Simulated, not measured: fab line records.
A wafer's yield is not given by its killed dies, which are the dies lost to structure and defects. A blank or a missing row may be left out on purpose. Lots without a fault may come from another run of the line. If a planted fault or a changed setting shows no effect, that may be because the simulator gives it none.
fab line records + flow n5_finfet
record:
- lots: 6
- wafers: 18
- last_day: 17
route steps=1938 shown BEOL_M2@897 BEOL_M4@1111
lots that met no fault: from a run of the same line without faults
start_h: start of the lot's first displayed wafer, in hours after the record's first day + wait_h: hours from the lot's prior step to this one + " repeats the value in the row above + L1.1+2: a row that stands for several wafers + - no value, or no start was given + * or withheld: withheld + < > ~ a bound
route shown NAME@n: names a module that has steps shown in the file, with the first one's number in the route + usual: average and standard deviation across the fault-free wafers + same: alike in all rows + chamber/n: place in a boat + sites: per-site readings + _std_site: standard deviation across them + _edge_site: mean of outer sites minus mean of inner sites + radius_mm: for every site, how far away it sits from the centre of the wafer + mask NAME#n: copy n + behind: the tool/chamber that last shaped the wafer + hold: cause of the lot's hold/its duration in hours/its outcome + device: transistor that didn't switch, given as n, p or np + end of line: the same wafers' tests at the end of the route + a step without rows: its recipe alone + killed: count of dies lost to structure and defects at first sort (not the wafer's yield) + map: the dies of a wafer, with x for killed, . for not killed, _ for no die there
set.NAME: the setting the step ran with; set.NAME@STEP: the setting that earlier step ran with + model.NAME: the simulator's own value behind a step, which no gauge read
lots at selected steps of the route; one table per step, one row per wafer
== steps ==
step: N5_BEOL_M2_SRD_43
recipe:
- time_s: 30
- temp_c: 23
- rinse_liquid: diw
- dry: ipa_marangoni
step: N5_BEOL_M2_CD_MEAS_35
recipe:
- target_cd_nm: 18
- target_cd_y_nm: 22.2
- polarity: opening
usual:
- cd_nm: 18.0/0.32
| lot.wafer | tool      | chamber | start_h | wait_h | cd_nm |
|-----------|-----------|---------|---------|--------|-------|
| L815.1    | cd_sem-03 | -       | 155.65  | 0.0    | 17.9  |
| L815.2    | "         | -       | "       | "      | 17.7  |
| L815.6    | "         | -       | "       | "      | 18.1  |
| L823.2    | cd_sem-01 | -       | 206.24  | 0.0    | 17.9  |
| L823.5    | "         | -       | "       | "      | 18.4  |
| L823.6    | "         | -       | "       | "      | 18.0  |
| L824.1    | cd_sem-03 | -       | 212.97  | 0.0    | 18.8  |
| L824.3    | "         | -       | "       | "      | 18.3  |
| L824.4    | "         | -       | "       | "      | 18.9  |
| L833.3    | cd_sem-02 | -       | 258.56  | 0.0    | 18.3  |
| L833.4    | "         | -       | "       | "      | 18.0  |
| L833.5    | "         | -       | "       | "      | 18.1  |
| L834.3    | cd_sem-03 | -       | 268.48  | 0.0    | 17.8  |
| L834.4    | "         | -       | "       | "      | 18.0  |
| L834.5    | "         | -       | "       | "      | 17.8  |
| L836.1    | cd_sem-02 | -       | 274.75  | 0.0    | 18.3  |
| L836.3    | "         | -       | "       | "      | 18.2  |
| L836.4    | "         | -       | "       | "      | 18.5  |
step: N5_BEOL_M2_DEGAS_44
recipe:
- ambient: vacuum
- temp_c: 250
- time_s: 60
usual:
- heater_power_w: 342/41
| lot.wafer | tool           | chamber | start_h | wait_h | heater_power_w |
|-----------|----------------|---------|---------|--------|----------------|
| L815.1    | pvd_sputter-01 | -       | 156.17  | 0.5    | 292            |
| L815.2    | "              | -       | "       | "      | 294            |
| L815.6    | "              | -       | "       | "      | 359            |
| L823.2    | pvd_sputter-03 | -       | 206.34  | 0.1    | 349            |
| L823.5    | "              | -       | "       | "      | 418            |
| L823.6    | "              | -       | "       | "      | 293            |
| L824.1    | pvd_sputter-03 | -       | 213.25  | 0.3    | 419            |
| L824.3    | "              | -       | "       | "      | 289            |
| L824.4    | "              | -       | "       | "      | 392            |
| L833.3    | pvd_sputter-01 | -       | 259.15  | 0.6    | 298            |
| L833.4    | "              | -       | "       | "      | 293            |
| L833.5    | "              | -       | "       | "      | 351            |
| L834.3    | pvd_sputter-01 | -       | 268.80  | 0.3    | 347            |
| L834.4    | "              | -       | "       | "      | 308            |
| L834.5    | "              | -       | "       | "      | 295            |
| L836.1    | pvd_sputter-02 | -       | 275.16  | 0.4    | 336            |
| L836.3    | "              | -       | "       | "      | 293            |
| L836.4    | "              | -       | "       | "      | 374            |
step: N5_BEOL_M2_PRE_CLEAN_45
recipe:
- gas: H2/He
- time_s: 30
- temp_c: 250
step: N5_BEOL_M2_ALD_84
recipe:
- material: TaN
- target_thk_a: *
- temp_c: 275
- ald_precursor_family: PDMAT
- ald_co_reactant: NH3
- pressure_torr: 3
- carrier_flow_sccm: 1500
- pulse_time_s: 2
- purge_time_s: 3
- co_reactant_purge_time_s: 2
- co_reactant_pulse_time_s: 3
- ald_cycles: 30
- precursor_vessel_temp_c: 75
- precursor_vessel_pressure_torr: 26.25
- precursor_vessel_carrier_sccm: 1000
step: N5_BEOL_M2_SURFACE_TREAT_85
recipe:
- gas: Ar
- time_s: *
- ion_energy_ev: *
- ion_current_ma_cm2: 0.5
- pressure_mtorr: *
- ar_flow_sccm: 30
usual:
- throttle_valve_pct: *
| lot.wafer | tool           | chamber | start_h | wait_h | throttle_valve_pct |
|-----------|----------------|---------|---------|--------|--------------------|
| L815.1    | pvd_sputter-03 | -       | 156.50  | 0.1    | *                  |
| L815.2    | "              | -       | "       | "      | *                  |
| L815.6    | "              | -       | "       | "      | *                  |
| L823.2    | pvd_sputter-03 | -       | 206.72  | 0.2    | *                  |
| L823.5    | "              | -       | "       | "      | *                  |
| L823.6    | "              | -       | "       | "      | *                  |
| L824.1    | pvd_sputter-02 | -       | 213.75  | 0.3    | *                  |
| L824.3    | "              | -       | "       | "      | *                  |
| L824.4    | "              | -       | "       | "      | *                  |
| L833.3    | pvd_sputter-01 | -       | 259.67  | 0.2    | *                  |
| L833.4    | "              | -       | "       | "      | *                  |
| L833.5    | "              | -       | "       | "      | *                  |
| L834.3    | pvd_sputter-01 | -       | 269.32  | 0.3    | *                  |
| L834.4    | "              | -       | "       | "      | *                  |
| L834.5    | "              | -       | "       | "      | *                  |
| L836.1    | pvd_sputter-02 | -       | 275.61  | 0.2    | *                  |
| L836.3    | "              | -       | "       | "      | *                  |
| L836.4    | "              | -       | "       | "      | *                  |
step: N5_BEOL_M2_CVD_47
recipe:
- material: Co
- target_thk_a: 30
- temp_c: withheld
- precursor: CCTBA/H2
- pressure_torr: 30
- time_s: 223.8
step: N5_BEOL_M2_SPUTTER_48
recipe:
- material: Cu
- target_thk_a: 45
- temp_c: -20
- chamber_pressure_pa: 0.07
- power_w: withheld
- time_s: 8.29
usual:
- throttle_valve_pct: 30.4/0.72
| lot.wafer | tool           | chamber | start_h | wait_h | throttle_valve_pct |
|-----------|----------------|---------|---------|--------|--------------------|
| L815.1    | pvd_sputter-01 | -       | 156.73  | 0.1    | 30.6               |
| L815.2    | "              | -       | "       | "      | 29.9               |
| L815.6    | "              | -       | "       | "      | 30.2               |
| L823.2    | pvd_sputter-02 | -       | 207.35  | 0.2    | 30.8               |
| L823.5    | "              | -       | "       | "      | 29.5               |
| L823.6    | "              | -       | "       | "      | 31.1               |
| L824.1    | pvd_sputter-02 | -       | 213.99  | 0.1    | 31.0               |
| L824.3    | "              | -       | "       | "      | 30.4               |
| L824.4    | "              | -       | "       | "      | 29.2               |
| L833.3    | pvd_sputter-03 | -       | 260.03  | 0.2    | 30.9               |
| L833.4    | "              | -       | "       | "      | 31.4               |
| L833.5    | "              | -       | "       | "      | 31.9               |
| L834.3    | pvd_sputter-02 | -       | 269.60  | 0.1    | 29.1               |
| L834.4    | "              | -       | "       | "      | 31.1               |
| L834.5    | "              | -       | "       | "      | 29.7               |
| L836.1    | pvd_sputter-02 | -       | 275.83  | 0.1    | 29.2               |
| L836.3    | "              | -       | "       | "      | 31.0               |
| L836.4    | "              | -       | "       | "      | 29.8               |
step: N5_BEOL_M2_ANNEAL_49
recipe:
- temp_c: 400
- time_s: 240
- ambient: vacuum
usual:
- heater_power_w: 848/98
- susceptor_temp_C: 399.99/0.25
| lot.wafer | tool           | chamber | start_h | wait_h | heater_power_w | susceptor_temp_C |
|-----------|----------------|---------|---------|--------|----------------|------------------|
| L815.1    | pvd_sputter-01 | -       | 156.81  | 0.0    | 752            | 400.07           |
| L815.2    | "              | -       | "       | "      | 727            | 399.91           |
| L815.6    | "              | -       | "       | "      | 749            | 399.72           |
| L823.2    | pvd_sputter-02 | -       | 207.43  | 0.0    | 978            | 400.31           |
| L823.5    | "              | -       | "       | "      | 757            | 399.84           |
| L823.6    | "              | -       | "       | "      | 950            | 399.44           |
| L824.1    | pvd_sputter-02 | -       | 214.07  | 0.0    | 957            | 399.57           |
| L824.3    | "              | -       | "       | "      | 852            | 400.37           |
| L824.4    | "              | -       | "       | "      | 946            | 399.96           |
| L833.3    | pvd_sputter-03 | -       | 260.11  | 0.0    | 1035           | 400.06           |
| L833.4    | "              | -       | "       | "      | 935            | 400.04           |
| L833.5    | "              | -       | "       | "      | 865            | 400.01           |
| L834.3    | pvd_sputter-02 | -       | 269.68  | 0.0    | 942            | 399.87           |
| L834.4    | "              | -       | "       | "      | 994            | 400.26           |
| L834.5    | "              | -       | "       | "      | 756            | 399.79           |
| L836.1    | pvd_sputter-02 | -       | 275.92  | 0.0    | 953            | 400.36           |
| L836.3    | "              | -       | "       | "      | 963            | 400.47           |
| L836.4    | "              | -       | "       | "      | 746            | 400.06           |
step: N5_BEOL_M2_SPUTTER_79
recipe:
- material: Cu
- target_thk_a: 45
- temp_c: -20
- chamber_pressure_pa: 0.07
- power_w: withheld
- time_s: 8.29
usual:
- throttle_valve_pct: 30.3/0.72
| lot.wafer | tool           | chamber | start_h | wait_h | throttle_valve_pct |
|-----------|----------------|---------|---------|--------|--------------------|
| L815.1    | pvd_sputter-01 | -       | 156.95  | 0.1    | 30.4               |
| L815.2    | "              | -       | "       | "      | 29.7               |
| L815.6    | "              | -       | "       | "      | 30.6               |
| L823.2    | pvd_sputter-02 | -       | 207.57  | 0.1    | 31.1               |
| L823.5    | "              | -       | "       | "      | 29.8               |
| L823.6    | "              | -       | "       | "      | 31.2               |
| L824.1    | pvd_sputter-02 | -       | 214.21  | 0.1    | 31.1               |
| L824.3    | "              | -       | "       | "      | 30.3               |
| L824.4    | "              | -       | "       | "      | 29.1               |
| L833.3    | pvd_sputter-03 | -       | 260.25  | 0.1    | 31.1               |
| L833.4    | "              | -       | "       | "      | 31.2               |
| L833.5    | "              | -       | "       | "      | 31.9               |
| L834.3    | pvd_sputter-02 | -       | 269.82  | 0.1    | 28.9               |
| L834.4    | "              | -       | "       | "      | 30.7               |
| L834.5    | "              | -       | "       | "      | 29.5               |
| L836.1    | pvd_sputter-02 | -       | 276.08  | 0.1    | 29.2               |
| L836.3    | "              | -       | "       | "      | 31.0               |
| L836.4    | "              | -       | "       | "      | 29.7               |
step: N5_BEOL_M2_ANNEAL_80
recipe:
- temp_c: 400
- time_s: 240
- ambient: vacuum
step: N5_BEOL_M2_SPUTTER_81
recipe:
- material: Cu
- target_thk_a: 45
- temp_c: -20
- chamber_pressure_pa: 0.07
- power_w: withheld
- time_s: 8.29
step: N5_BEOL_M2_ANNEAL_82
recipe:
- temp_c: 400
- time_s: 240
- ambient: vacuum
usual:
- heater_power_w: 848/96
- susceptor_temp_C: 400.00/0.21
| lot.wafer | tool           | chamber | start_h | wait_h | heater_power_w | susceptor_temp_C |
|-----------|----------------|---------|---------|--------|----------------|------------------|
| L815.1    | pvd_sputter-01 | -       | 157.25  | 0.0    | 698            | 399.77           |
| L815.2    | "              | -       | "       | "      | 726            | 400.34           |
| L815.6    | "              | -       | "       | "      | 728            | 400.02           |
| L823.2    | pvd_sputter-02 | -       | 207.87  | 0.0    | -              | -                |
| L823.5    | "              | -       | "       | "      | -              | -                |
| L823.6    | "              | -       | "       | "      | -              | -                |
| L824.1    | pvd_sputter-02 | -       | 214.51  | 0.0    | -              | -                |
| L824.3    | "              | -       | "       | "      | -              | -                |
| L824.4    | "              | -       | "       | "      | -              | -                |
| L833.3    | pvd_sputter-03 | -       | 260.55  | 0.0    | 1044           | 400.01           |
| L833.4    | "              | -       | "       | "      | 941            | 400.23           |
| L833.5    | "              | -       | "       | "      | 863            | 400.07           |
| L834.3    | pvd_sputter-02 | -       | 270.12  | 0.0    | 932            | 400.46           |
| L834.4    | "              | -       | "       | "      | 953            | 399.67           |
| L834.5    | "              | -       | "       | "      | 758            | 399.75           |
| L836.1    | pvd_sputter-02 | -       | 276.42  | 0.0    | 954            | 399.85           |
| L836.3    | "              | -       | "       | "      | 968            | 399.64           |
| L836.4    | "              | -       | "       | "      | 741            | 399.90           |
step: N5_BEOL_M2_SPUTTER_86
recipe:
- material: Cu
- target_thk_a: 45
- temp_c: -20
- chamber_pressure_pa: 0.07
- power_w: withheld
- time_s: 8.29
step: N5_BEOL_M4_RC_MEAS_101
usual:
- DIBL_N: 36.3/1.4
- DIBL_P: 35.7/1.5
- IOFF_N: 0.155/0.022
- IOFF_P: 0.204/0.027
- ION_N: 671/9
- ION_P: 459/6.2
- SS_N: 71.5/0.54
- SS_P: 73.1/0.56
- VT_N: 250.2/2.6
- VT_P: -251/3.3
| lot.wafer | tool      | chamber | start_h | wait_h | DIBL_N[mV/V] | DIBL_P[mV/V] | IOFF_N[nA/um] | IOFF_P[nA/um] | ION_N[uA/um] | ION_P[uA/um] | SS_N[mV/dec] | SS_P[mV/dec] | VT_N[mV] | VT_P[mV] |
|-----------|-----------|---------|---------|--------|--------------|--------------|---------------|---------------|--------------|--------------|--------------|--------------|----------|----------|
| L815.1    | prober-02 | 0       | 183.52  | 0.0    | 37.0         | 36.4         | 0.153         | 0.230         | 671          | 462          | 71.2         | 72.9         | 250.3    | -247     |
| L815.2    | "         | 0       | "       | "      | 36.1         | 35.1         | 0.138         | 0.201         | 671          | 465          | 70.6         | 72.8         | 251.6    | -249     |
| L815.6    | "         | 0       | "       | "      | 38.9         | 39.0         | 0.192         | 0.270         | 683          | 470          | 71.5         | 73.6         | 246.1    | -244     |
| L823.2    | prober-01 | 0       | 232.39  | 0.2    | 35.3         | 34.3         | 0.139         | 0.207         | 659          | 458          | 71.8         | 72.9         | 249.3    | -247     |
| L823.5    | "         | 0       | "       | "      | 37.1         | 36.5         | 0.169         | 0.245         | 676          | 465          | 71.5         | 73.9         | 246.8    | -247     |
| L823.6    | "         | 0       | "       | "      | 36.9         | 36.2         | 0.166         | 0.236         | 675          | 465          | 71.6         | 73.9         | 249.9    | -247     |
| L824.1    | prober-01 | 0       | 238.10  | 0.0    | 38.1         | 39.4         | 0.200         | 0.238         | 681          | 463          | 72.1         | 73.5         | 247.1    | -251     |
| L824.3    | "         | 0       | "       | "      | 35.9         | 35.0         | 0.148         | 0.175         | 666          | 448          | 71.5         | 72.6         | 254.7    | -254     |
| L824.4    | "         | 0       | "       | "      | 37.3         | 37.0         | 0.174         | 0.206         | 681          | 462          | 71.2         | 73.8         | 247.6    | -251     |
| L833.3    | prober-02 | 0       | 285.27  | 0.3    | 36.9         | 36.8         | 0.151         | 0.197         | 663          | 456          | 72.1         | 72.8         | 251.0    | -252     |
| L833.4    | "         | 0       | "       | "      | 36.3         | 36.5         | 0.154         | 0.206         | 656          | 457          | 71.2         | 72.5         | 252.0    | -252     |
| L833.5    | "         | 0       | "       | "      | 36.3         | 36.8         | 0.152         | 0.217         | 661          | 466          | 71.6         | 73.3         | 250.8    | -250     |
| L834.3    | prober-01 | 0       | 293.95  | 0.3    | 37.5         | 36.5         | 0.166         | 0.207         | 666          | 454          | 71.8         | 73.5         | 249.8    | -253     |
| L834.4    | "         | 0       | "       | "      | 38.1         | 36.8         | 0.177         | 0.211         | 662          | 452          | 72.6         | 73.9         | 250.0    | -251     |
| L834.5    | "         | 0       | "       | "      | 35.4         | 33.8         | 0.134         | 0.168         | 666          | 455          | 71.6         | 72.8         | 251.6    | -254     |
| L836.1    | prober-01 | 0       | 302.64  | 0.0    | 33.8         | 33.7         | 0.109         | 0.164         | 647          | 454          | 70.6         | 72.3         | 256.1    | -252     |
| L836.3    | "         | 0       | "       | "      | 33.8         | 34.3         | 0.109         | 0.173         | 649          | 454          | 71.1         | 72.7         | 256.4    | -251     |
| L836.4    | "         | 0       | "       | "      | 35.0         | 34.6         | 0.123         | 0.178         | 657          | 457          | 71.2         | 73.0         | 253.4    | -251     |
== key ==
first_sign:
- step: N5_BEOL_M2_ANNEAL_82
- reading: tool_record
- direction: missing
effect none on later readings
met_at N5_BEOL_M2_ANNEAL_82
struck_wafers L823.2,L823.5,L823.6,L824.1,L824.3,L824.4
fault:
- kind: skipped_step_whole
- tool: pvd_sputter-02
- chamber: -
- onset_h: 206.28
- steps: N5_BEOL_M2_ANNEAL_82
- scope: struck_lots_only
